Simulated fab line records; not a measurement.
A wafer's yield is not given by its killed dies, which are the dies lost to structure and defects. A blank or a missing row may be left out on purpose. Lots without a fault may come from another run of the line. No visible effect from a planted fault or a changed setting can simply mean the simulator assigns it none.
fab line records + flow n5-finfet
record
- lots=7
- wafers=39
route steps=1938 shown WELL_APT@32 FIN_SAQP@120 DUMMY_GATE@237 SD_EPI_N@288 SD_ACTIVATION@330 GATE_CUT@477
start-h: hours from the record's opening day to when the first of the lot's shown wafers began + wait-h: hours since the lot's step before + " repeats the value in the row above + L1.1+2: a row that stands for several wafers + - no value, or no start was given + * or withheld: withheld + < > ~ a bound
route shown NAME@n: a module of which the file shows steps, and the number in the route of the first + usual: mean and standard deviation over wafers with no fault + same: alike in all rows + chamber/n: place in a boat + sites: each site's reading + _std_site: how widely they spread, as a standard deviation + _edge_site: outer sites' mean less inner sites' + radius-mm: how far each site lies from the wafer's centre + mask NAME#n: copy n + behind: the last tool/chamber to shape the wafer + hold: the reason the lot was held/the length of the hold in hours/how it ended + device: which transistor (n, p or np) failed to switch + end of line: the route-end tests of the same wafers + for a step that has no rows: nothing shown but its recipe + killed: not the wafer's yield, but the dies lost to structure and defects at the first sort + map: the dies of a wafer, with x for killed, . for not killed, _ for no die there
set.NAME: the setting the step ran with; set.NAME@STEP: the setting that earlier step ran with + model.NAME: the simulator's own value behind a step, which no gauge read
lots with deliberately changed settings; one table per step, one row per wafer
## steps
# step N5_WELL_APT_IMPLANT_14
# recipe
- species=P
- energy-kev=160
- dose-cm2=1.5e+13
- tilt-deg=0
- rotation-deg=0
| lot.wafer        | tool         | chamber | start-h | wait-h | set.energy-kev | model.implant.rp-nm | model.implant.drp-nm |
|------------------|--------------|---------|---------|--------|----------------|---------------------|----------------------|
| L078.1+3+6       | implanter-01 | 0       | 38.36   | 0.1    | 177.1          | 231.9               | 71.05                |
| L078.2+4+5       | "            | 0       | "       | "      | 160            | 208.9               | 65.9                 |
| L079.1+3+5       | implanter-01 | 0       | 43.74   | 0.1    | 160            | 205.9               | 65.9                 |
| L079.2+4+6       | "            | 0       | "       | "      | 178.4          | 230.3               | 71.43                |
| L081.1+3+5       | implanter-01 | 0       | 55.74   | 0.1    | 160            | 201                 | 65.9                 |
| L081.2+4+6       | "            | 0       | "       | "      | 145.7          | 182.3               | 61.4                 |
| L084.1+3+5       | implanter-02 | 0       | 73.92   | 0.1    | 177.6          | 230.3               | 71.19                |
| L084.2+4+6       | "            | 0       | "       | "      | 160            | 206.9               | 65.9                 |
| L085.2+5+6       | implanter-02 | 0       | 79.98   | 0.1    | 160            | 194.1               | 65.9                 |
| L087.1+5+6       | implanter-01 | 0       | 92.23   | 0.1    | 148.5          | 190                 | 62.32                |
| L087.2+3+4       | "            | 0       | "       | "      | 160            | 205.3               | 65.9                 |
| L097.1+2+3+4+5+6 | implanter-02 | 0       | 152.70  | 0.1    | 160            | 198.6               | 65.9                 |
# step N5_FIN_SAQP_MANDREL_ETCH_22
# recipe
- target-depth-a=600
- chemistry=HBr/Cl2
- target=a-Si
- stop-on=SiNx
- bt-time-s=10
- over-etch-frac=0.5
- time-s=30
- pressure-mtorr=10
- icp-w=800
- bias-w=75
- HBr_flow_sccm=150
- Cl2_flow_sccm=80
- ends=end-point
| lot.wafer | tool      | chamber | start-h | wait-h | set.target-depth-a | model.SOC_of_FIN_SAQP_COAT_49.thk-nm |
|-----------|-----------|---------|---------|--------|--------------------|--------------------------------------|
| L078.1    | rie-si-04 | 1       | 46.91   | 0.0    | 561.3              | 77.98                                |
| L078.2    | "         | 0       | "       | "      | 600                | 75.95                                |
| L078.3    | "         | 3       | "       | "      | 600                | 76.47                                |
| L078.4    | "         | 2       | "       | "      | 561.3              | 77.93                                |
| L078.5    | "         | 0       | "       | "      | 561.3              | 77.86                                |
| L078.6    | "         | 3       | "       | "      | 600                | 76.3                                 |
| L079.1    | rie-si-01 | 1       | 52.26   | 0.0    | 600                | 76.22                                |
| L079.2    | "         | 2       | "       | "      | 600                | 76.83                                |
| L079.3    | "         | 0       | "       | "      | 600                | 75.8                                 |
| L079.4    | "         | 3       | "       | "      | 574.9              | 77.17                                |
| L079.5    | "         | 2       | "       | "      | 574.9              | 77.85                                |
| L079.6    | "         | 3       | "       | "      | 574.9              | 76.64                                |
| L081.1    | rie-si-01 | 0       | 64.30   | 0.0    | 600                | 76.18                                |
| L081.2    | "         | 3       | "       | "      | 535.6              | 78.44                                |
| L081.3    | "         | 2       | "       | "      | 535.6              | 78.92                                |
| L081.4    | "         | 1       | "       | "      | 600                | 76.01                                |
| L081.5    | "         | 0       | "       | "      | 600                | 76.03                                |
| L081.6    | "         | 3       | "       | "      | 535.6              | 78.68                                |
| L084.1    | rie-si-02 | 1       | 82.22   | 0.0    | 600                | 75.39                                |
| L084.2    | "         | 3       | "       | "      | 600                | 76.75                                |
| L084.3    | "         | 0       | "       | "      | 600                | 76.71                                |
| L084.4    | "         | 2       | "       | "      | 600                | 76.31                                |
| L084.5    | "         | 3       | "       | "      | 600                | 76.37                                |
| L084.6    | "         | 0       | "       | "      | 600                | 76.46                                |
| L085.2    | rie-si-02 | 1       | 89.46   | 0.0    | 600                | 75.62                                |
| L085.5    | "         | 2       | "       | "      | 600                | 76.1                                 |
| L085.6    | "         | 1       | "       | "      | 600                | 75.34                                |
| L087.1    | rie-si-02 | 3       | 100.49  | 0.0    | 562.4              | 78.29                                |
| L087.2    | "         | 1       | "       | "      | 562.4              | 76.99                                |
| L087.3    | "         | 0       | "       | "      | 600                | 76.93                                |
| L087.4    | "         | 2       | "       | "      | 600                | 76.09                                |
| L087.5    | "         | 2       | "       | "      | 562.4              | 77.7                                 |
| L087.6    | "         | 1       | "       | "      | 600                | 75.72                                |
| L097.1    | rie-si-04 | 0       | 161.91  | 0.0    | 600                | 76.54                                |
| L097.2    | "         | 2       | "       | "      | 600                | 76.67                                |
| L097.3    | "         | 1       | "       | "      | 574.6              | 78.4                                 |
| L097.4    | "         | 3       | "       | "      | 574.6              | 78.12                                |
| L097.5    | "         | 1       | "       | "      | 600                | 77.5                                 |
| L097.6    | "         | 0       | "       | "      | 574.6              | 77.71                                |
# step N5_DUMMY_GATE_ETCH_37
# recipe
- chemistry=N2/H2
- target=SOC
- target-depth-a=600
- overetch-a=300
- temp-c=40
- ion-energy-ev=200
- pressure-mtorr=30
- source-w=840
- bias-w=150
- n2-flow-sccm=200
- h2-flow-sccm=200
# usual
- rf-vpp-V=523.9/2.6
| lot.wafer | tool        | chamber | start-h | wait-h | set.source-w | rf-vpp-V |
|-----------|-------------|---------|---------|--------|--------------|----------|
| L078.1    | rie-diel-03 | 3       | 70.76   | 0.0    | 696.9        | 556.5    |
| L078.2    | "           | 0       | "       | "      | 840          | 525.6    |
| L078.3    | "           | 1       | "       | "      | 840          | 524.4    |
| L078.4    | "           | 2       | "       | "      | 840          | 525.8    |
| L078.5    | "           | 0       | "       | "      | 696.9        | 559.1    |
| L078.6    | "           | 3       | "       | "      | 696.9        | 556.6    |
| L079.1    | rie-diel-03 | 3       | 75.87   | 0.0    | 897.9        | 513.4    |
| L079.2    | "           | 1       | "       | "      | 840          | 524.3    |
| L079.3    | "           | 0       | "       | "      | 897.9        | 513.9    |
| L079.4    | "           | 2       | "       | "      | 840          | 526.1    |
| L079.5    | "           | 3       | "       | "      | 840          | 524.1    |
| L079.6    | "           | 2       | "       | "      | 897.9        | 512.8    |
| L081.1    | rie-diel-05 | 1       | 88.40   | 0.0    | 840          | 522.0    |
| L081.2    | "           | 3       | "       | "      | 840          | 520.7    |
| L081.3    | "           | 2       | "       | "      | 840          | 523.2    |
| L081.4    | "           | 0       | "       | "      | 840          | 528.5    |
| L081.5    | "           | 0       | "       | "      | 840          | 528.0    |
| L081.6    | "           | 1       | "       | "      | 840          | 521.6    |
| L084.1    | rie-diel-05 | 1       | 105.41  | 0.0    | 840          | 521.2    |
| L084.2    | "           | 3       | "       | "      | 840          | 520.2    |
| L084.3    | "           | 0       | "       | "      | 840          | 527.0    |
| L084.4    | "           | 2       | "       | "      | 840          | 521.5    |
| L084.5    | "           | 0       | "       | "      | 840          | 526.1    |
| L084.6    | "           | 3       | "       | "      | 840          | 519.7    |
| L085.2    | rie-diel-03 | 3       | 116.30  | 0.0    | 840          | 523.2    |
| L085.5    | "           | 0       | "       | "      | 840          | 524.5    |
| L085.6    | "           | 2       | "       | "      | 840          | 525.9    |
| L087.1    | rie-diel-05 | 1       | 124.73  | 0.0    | 965.8        | 498.0    |
| L087.2    | "           | 3       | "       | "      | 840          | 520.6    |
| L087.3    | "           | 0       | "       | "      | 965.8        | 504.1    |
| L087.4    | "           | 2       | "       | "      | 840          | 522.3    |
| L087.5    | "           | 0       | "       | "      | 965.8        | 503.8    |
| L087.6    | "           | 1       | "       | "      | 840          | 521.1    |
| L097.1    | rie-diel-06 | 2       | 185.88  | 0.0    | 840          | 519.0    |
| L097.2    | "           | 1       | "       | "      | 840          | 525.7    |
| L097.3    | "           | 0       | "       | "      | 840          | 525.2    |
| L097.4    | "           | 3       | "       | "      | 840          | 523.6    |
| L097.5    | "           | 0       | "       | "      | 840          | 525.2    |
| L097.6    | "           | 3       | "       | "      | 840          | 522.5    |
# step N5_DUMMY_GATE_ETCH_31
# recipe
- chemistry=C4F6/O2
- target=SiO2
- mask-material=SOC
- target-depth-a=825
- time-s=27.5
- ion-energy-ev=250
- pressure-mtorr=30
- source-w=345
- bias-w=185
- Ar_flow_sccm=300
- C4F6_flow_sccm=10
- O2_flow_sccm=10
| lot.wafer | tool        | chamber | start-h | wait-h | set.target-depth-a | model.etch.depth-nm |
|-----------|-------------|---------|---------|--------|--------------------|---------------------|
| L078.1    | rie-diel-06 | 1       | 71.03   | 0.0    | 825                | 82.39               |
| L078.2    | "           | 3       | "       | "      | 765.1              | 74.54               |
| L078.3    | "           | 2       | "       | "      | 765.1              | 77.6                |
| L078.4    | "           | 0       | "       | "      | 825                | 82.12               |
| L078.5    | "           | 3       | "       | "      | 765.1              | 75.59               |
| L078.6    | "           | 0       | "       | "      | 825                | 82.38               |
| L079.1    | rie-diel-05 | 0       | 76.16   | 0.0    | 825                | 83.71               |
| L079.2    | "           | 3       | "       | "      | 825                | 81.24               |
| L079.3    | "           | 2       | "       | "      | 880.8              | 92.1                |
| L079.4    | "           | 1       | "       | "      | 825                | 84.36               |
| L079.5    | "           | 2       | "       | "      | 880.8              | 92.86               |
| L079.6    | "           | 3       | "       | "      | 880.8              | 86.78               |
| L081.1    | rie-diel-06 | 0       | 88.68   | 0.0    | 825                | 81.5                |
| L081.2    | "           | 3       | "       | "      | 825                | 80.87               |
| L081.3    | "           | 2       | "       | "      | 825                | 82.62               |
| L081.4    | "           | 1       | "       | "      | 825                | 81.38               |
| L081.5    | "           | 2       | "       | "      | 825                | 82.92               |
| L081.6    | "           | 1       | "       | "      | 825                | 82.88               |
| L084.1    | rie-diel-03 | 2       | 105.79  | 0.0    | 825                | 79.53               |
| L084.2    | "           | 1       | "       | "      | 734.4              | 71.91               |
| L084.3    | "           | 0       | "       | "      | 734.4              | 74.45               |
| L084.4    | "           | 3       | "       | "      | 825                | 81.02               |
| L084.5    | "           | 3       | "       | "      | 825                | 80.82               |
| L084.6    | "           | 0       | "       | "      | 734.4              | 73.68               |
| L085.2    | rie-diel-03 | 0       | 116.58  | 0.0    | 825                | 83.18               |
| L085.5    | "           | 0       | "       | "      | 825                | 82.74               |
| L085.6    | "           | 3       | "       | "      | 825                | 80.43               |
| L087.1    | rie-diel-06 | 3       | 125.14  | 0.0    | 825                | 81.47               |
| L087.2    | "           | 1       | "       | "      | 788.3              | 79.17               |
| L087.3    | "           | 0       | "       | "      | 825                | 81.83               |
| L087.4    | "           | 2       | "       | "      | 825                | 84.38               |
| L087.5    | "           | 1       | "       | "      | 788.3              | 79.44               |
| L087.6    | "           | 2       | "       | "      | 788.3              | 80.63               |
| L097.1    | rie-diel-06 | 3       | 186.16  | 0.0    | 825                | 80.55               |
| L097.2    | "           | 2       | "       | "      | 825                | 83.86               |
| L097.3    | "           | 0       | "       | "      | 825                | 81.27               |
| L097.4    | "           | 1       | "       | "      | 825                | 82.68               |
| L097.5    | "           | 1       | "       | "      | 825                | 83.16               |
| L097.6    | "           | 2       | "       | "      | 825                | 83.2                |
# step N5_SD_EPI_N_EPI_21
# recipe
- material=Si:P
- dopant=P
- temp-c=680
- pressure-torr=255
- time-s=690
| lot.wafer        | tool         | chamber | start-h | wait-h | set.dopant-conc-cm3 |
|------------------|--------------|---------|---------|--------|---------------------|
| L078.1+3+6       | epi-rpcvd-04 | 0       | 75.00   | 0.2    | 2e+21               |
| L078.2+4+5       | "            | 0       | "       | "      | 1.682e+21           |
| L079.1+2+3+4+5+6 | epi-rpcvd-02 | 0       | 79.75   | 0.1    | 2e+21               |
| L081.1+2+5       | epi-rpcvd-03 | 0       | 92.74   | 0.2    | 2e+21               |
| L081.3+4+6       | "            | 0       | "       | "      | 1.697e+21           |
| L084.1+2+5       | epi-rpcvd-04 | 0       | 110.06  | 0.2    | 2e+21               |
| L084.3+4+6       | "            | 0       | "       | "      | 2.304e+21           |
| L085.2+5+6       | epi-rpcvd-02 | 0       | 120.51  | 0.5    | 2e+21               |
| L087.1+2+3+4+5+6 | epi-rpcvd-04 | 0       | 129.18  | 0.3    | 2e+21               |
| L097.1+2+3       | epi-rpcvd-02 | 0       | 190.10  | 0.1    | 2.138e+21           |
| L097.4+5+6       | "            | 0       | "       | "      | 2e+21               |
# step N5_SD_EPI_N_PRECLEAN_24
# recipe
- chemistry=O3/DIW
- time-s=60
- temp-c=22
- o3-ppm=10
# step N5_SD_ACTIVATION_RTA_00
# recipe
- temp-c=975
- time-s=0
- ambient=N2
- idle-temp-c=600
- ramp-up-c-per-s=150
- ramp-down-c-per-s=60
- cool-to-c=600
# step N5_SD_ACTIVATION_LSA_01
# recipe
- temp-c=1080
- time-s=0.0008
- ambient=N2
# step N5_SD_ACTIVATION_RS_MEAS_03
# recipe
- thk-meas-gauge=four-point-probe
# usual
- RS_SD_N=21.89/0.27
- RS_SD_P=56.0/0.87
| lot.wafer | tool          | chamber | start-h | wait-h | set.dopant-conc-cm3@SD_EPI_N_EPI_21 | RS_SD_N[ohm/sq] | RS_SD_P[ohm/sq] |
|-----------|---------------|---------|---------|--------|-------------------------------------|-----------------|-----------------|
| L078.1    | film-metro-01 | -       | 83.16   | 0.2    | 2e+21                               | 22.15           | 56.3            |
| L078.2    | "             | -       | "       | "      | 1.682e+21                           | 23.05           | 55.9            |
| L078.3    | "             | -       | "       | "      | 2e+21                               | 22.23           | 56.4            |
| L078.4    | "             | -       | "       | "      | 1.682e+21                           | 23.28           | 56.5            |
| L078.5    | "             | -       | "       | "      | 1.682e+21                           | 23.89           | 55.3            |
| L078.6    | "             | -       | "       | "      | 2e+21                               | 22.22           | 57.0            |
| L079.1    | film-metro-01 | -       | 86.76   | 0.2    | 2e+21                               | 21.74           | 55.5            |
| L079.2    | "             | -       | "       | "      | 2e+21                               | 21.93           | 55.9            |
| L079.3    | "             | -       | "       | "      | 2e+21                               | 22.01           | 55.3            |
| L079.4    | "             | -       | "       | "      | 2e+21                               | 21.94           | 55.5            |
| L079.5    | "             | -       | "       | "      | 2e+21                               | 22.01           | 54.5            |
| L079.6    | "             | -       | "       | "      | 2e+21                               | 21.84           | 55.9            |
| L081.1    | film-metro-02 | -       | 101.54  | 0.2    | 2e+21                               | 21.62           | 56.7            |
| L081.2    | "             | -       | "       | "      | 2e+21                               | 21.86           | 56.8            |
| L081.3    | "             | -       | "       | "      | 1.697e+21                           | 22.92           | 56.9            |
| L081.4    | "             | -       | "       | "      | 1.697e+21                           | 22.76           | 56.5            |
| L081.5    | "             | -       | "       | "      | 2e+21                               | 21.90           | 57.4            |
| L081.6    | "             | -       | "       | "      | 1.697e+21                           | 22.48           | 56.1            |
| L084.1    | film-metro-01 | -       | 120.33  | 0.2    | 2e+21                               | 21.66           | 55.1            |
| L084.2    | "             | -       | "       | "      | 2e+21                               | 21.57           | 55.0            |
| L084.3    | "             | -       | "       | "      | 2.304e+21                           | 20.86           | 55.3            |
| L084.4    | "             | -       | "       | "      | 2.304e+21                           | 20.90           | 55.9            |
| L084.5    | "             | -       | "       | "      | 2e+21                               | 21.47           | 55.5            |
| L084.6    | "             | -       | "       | "      | 2.304e+21                           | 21.05           | 55.4            |
| L085.2    | film-metro-02 | -       | 129.59  | 0.2    | 2e+21                               | 21.93           | 54.9            |
| L085.5    | "             | -       | "       | "      | 2e+21                               | 22.04           | 55.7            |
| L085.6    | "             | -       | "       | "      | 2e+21                               | 21.53           | 56.1            |
| L087.1    | film-metro-01 | -       | 139.92  | 0.2    | 2e+21                               | 21.62           | 57.8            |
| L087.2    | "             | -       | "       | "      | 2e+21                               | 22.12           | 57.3            |
| L087.3    | "             | -       | "       | "      | 2e+21                               | 21.59           | 56.7            |
| L087.4    | "             | -       | "       | "      | 2e+21                               | 21.46           | 56.1            |
| L087.5    | "             | -       | "       | "      | 2e+21                               | 21.96           | 56.2            |
| L087.6    | "             | -       | "       | "      | 2e+21                               | 21.68           | 56.5            |
| L097.1    | film-metro-01 | -       | 196.88  | 0.2    | 2.138e+21                           | 21.07           | 56.2            |
| L097.2    | "             | -       | "       | "      | 2.138e+21                           | 21.41           | 56.8            |
| L097.3    | "             | -       | "       | "      | 2.138e+21                           | 21.27           | 56.1            |
| L097.4    | "             | -       | "       | "      | 2e+21                               | 21.66           | 57.1            |
| L097.5    | "             | -       | "       | "      | 2e+21                               | 21.85           | 55.4            |
| L097.6    | "             | -       | "       | "      | 2e+21                               | 21.67           | 55.5            |
# step N5_GATE_CUT_HM_DEP_46
# recipe
- material=SiO2
- target-thk-a=1300
- temp-c=400
- precursor=TEOS/O2
- pressure-torr=6.5
- rf-w=900
- teos-flow-sccm=161.4
- gas=O2
- flow-sccm=2650
- time-s=26.6
| lot.wafer | tool     | chamber | start-h | wait-h | set.time-s | model.SiO2_of_GATE_CUT_HM_DEP_46.thk-nm |
|-----------|----------|---------|---------|--------|------------|-----------------------------------------|
| L078.1    | pecvd-04 | 0       | 107.43  | 0.0    | 26.6       | 131                                     |
| L078.2    | "        | 1       | "       | "      | 26.6       | 128.4                                   |
| L078.3    | "        | 0       | "       | "      | 26.6       | 133.2                                   |
| L078.4+6  | "        | 1       | "       | "      | 26.6       | 129.4                                   |
| L078.5    | "        | 0       | "       | "      | 26.6       | 134                                     |
| L079.1    | pecvd-03 | 0       | 112.35  | 0.0    | 26.6       | 130.2                                   |
| L079.2    | "        | 1       | "       | "      | 26.6       | 127.2                                   |
| L079.3    | "        | 1       | "       | "      | 26.6       | 129.6                                   |
| L079.4    | "        | 0       | "       | "      | 30.55      | 151.8                                   |
| L079.5    | "        | 1       | "       | "      | 30.55      | 149.6                                   |
| L079.6    | "        | 0       | "       | "      | 30.55      | 151                                     |
| L081.1    | pecvd-04 | 1       | 125.45  | 0.0    | 26.6       | 129.4                                   |
| L081.2    | "        | 0       | "       | "      | 26.6       | 131.4                                   |
| L081.3    | "        | 2       | "       | "      | 26.6       | 132                                     |
| L081.4    | "        | 2       | "       | "      | 28.03      | 141                                     |
| L081.5    | "        | 0       | "       | "      | 28.03      | 139                                     |
| L081.6    | "        | 1       | "       | "      | 28.03      | 138.2                                   |
| L084.1    | pecvd-03 | 1       | 146.57  | 0.0    | 30.79      | 146.8                                   |
| L084.2    | "        | 0       | "       | "      | 30.79      | 150.4                                   |
| L084.3    | "        | 2       | "       | "      | 30.79      | 148.8                                   |
| L084.4    | "        | 1       | "       | "      | 26.6       | 129.6                                   |
| L084.5    | "        | 0       | "       | "      | 26.6       | 133.4                                   |
| L084.6    | "        | 2       | "       | "      | 26.6       | 130.4                                   |
| L085.2    | pecvd-04 | 2       | 154.25  | 0.0    | 26.6       | 130.6                                   |
| L085.5    | "        | 2       | "       | "      | 26.6       | 132.6                                   |
| L085.6    | "        | 0       | "       | "      | 26.6       | 133                                     |
| L087.1    | pecvd-04 | 2       | 164.42  | 0.0    | 26.6       | 129.4                                   |
| L087.2    | "        | 0       | "       | "      | 26.6       | 130                                     |
| L087.3    | "        | 1       | "       | "      | 26.6       | 127                                     |
| L087.4    | "        | 0       | "       | "      | 26.6       | 130.8                                   |
| L087.5    | "        | 1       | "       | "      | 26.6       | 128.4                                   |
| L087.6    | "        | 2       | "       | "      | 26.6       | 131.8                                   |
| L097.1    | pecvd-03 | 0       | 221.88  | 0.0    | 26.6       | 131.8                                   |
| L097.2    | "        | 2       | "       | "      | 28.83      | 141.4                                   |
| L097.3    | "        | 0       | "       | "      | 28.83      | 145                                     |
| L097.4    | "        | 2       | "       | "      | 26.6       | 132.4                                   |
| L097.5    | "        | 2       | "       | "      | 26.6       | 130.6                                   |
| L097.6    | "        | 0       | "       | "      | 28.83      | 143                                     |
## key
split
- step=N5_WELL_APT_IMPLANT_14
- setting=energy-kev
- stated=160
- by=wafer
response
- step=N5_WELL_APT_IMPLANT_14
- reading=model.implant.rp-nm
- change=+2.13
- per=1%
- r=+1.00
response
- step=N5_WELL_APT_IMPLANT_14
- reading=model.implant.drp-nm
- change=+0.487
- per=1%
- r=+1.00
split
- step=N5_FIN_SAQP_MANDREL_ETCH_22
- setting=target-depth-a
- stated=600
- by=wafer
response
- step=N5_FIN_SAQP_MANDREL_ETCH_22
- reading=model.SOC_of_FIN_SAQP_COAT_49.thk-nm
- change=-0.244
- per=1%
- r=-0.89
split
- step=N5_DUMMY_GATE_ETCH_37
- setting=source-w
- stated=840
- by=wafer
response
- step=N5_DUMMY_GATE_ETCH_37
- reading=rf-vpp-V
- change=-1.63
- per=1%
- r=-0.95
split
- step=N5_DUMMY_GATE_ETCH_31
- setting=target-depth-a
- stated=825
- by=wafer
response
- step=N5_DUMMY_GATE_ETCH_31
- reading=model.etch.depth-nm
- change=+0.785
- per=1%
- r=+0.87
split
- step=N5_SD_EPI_N_EPI_21
- setting=dopant-conc-cm3
- stated=2e+21
- by=wafer
response
- step=N5_SD_ACTIVATION_RS_MEAS_03
- reading=RS_SD_N
- change=-0.0605
- per=1%
- r=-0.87
split
- step=N5_GATE_CUT_HM_DEP_46
- setting=time-s
- stated=26.6
- by=wafer
response
- step=N5_GATE_CUT_HM_DEP_46
- reading=model.SiO2_of_GATE_CUT_HM_DEP_46.thk-nm
- change=+1.31
- per=1%
- r=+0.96
